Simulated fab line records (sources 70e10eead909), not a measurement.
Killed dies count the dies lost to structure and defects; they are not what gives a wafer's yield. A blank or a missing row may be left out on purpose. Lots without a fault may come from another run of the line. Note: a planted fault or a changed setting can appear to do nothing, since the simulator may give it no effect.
Matching of chambers	flow nand_harc	NHARC_A_CHANNEL_FILL_D1_ALD_14 on ald_hk-02: 4 sister chambers
The step deposits SiO2, target thk 2.5 nm, pulse time 10 s, ald cycles 25. 4 wafers are shown with their chamber, then 8 later ones without.

== WAFERS, EACH WITH ITS CHAMBER ==
wafer	chamber	heater_power_w (W)
L089.3	0	440
L089.5	2	505
L089.6	1	505
L087.4	3	495

== WAFERS WITH NO CHAMBER GIVEN ==
wafer	heater_power_w (W)
L087.5	424
L087.6	472
L091.2	476
L091.3	431
L091.4	497
L097.1	484
L097.2	492
L097.5	496

== EACH ONE'S CHAMBER ==
wafer	from the rows above	in truth
L087.5	0	0
L087.6	can't be placed: 3 or 0 or 1 or 2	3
L091.2	can't be placed: 3 or 1 or 2 or 0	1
L091.3	0	0
L091.4	can't be placed: 3 or 1 or 2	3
L097.1	can't be placed: 3 or 1 or 2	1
L097.2	can't be placed: 3 or 1 or 2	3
L097.5	can't be placed: 3 or 1 or 2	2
Correct placement for 2 of the 8. Unplaceable from these rows: 6, with the true chamber sitting among the candidates in 6. Placed wrongly: 0.
How it was worked out, from the rows above alone: a wafer's distance from a chamber is the root of the sum, over the readings, of the square of ((its reading less the chamber's mean) divided by the reading's scatter). If the next closest chamber is less than 2 further off than the closest, the wafer can't be placed; otherwise it belongs to the closest. For every chamber, the mean is computed from those of its wafers that are shown. The scatter: root of mean squared gap, hidden wafer to nearest shown wafer, with one shown wafer a chamber.
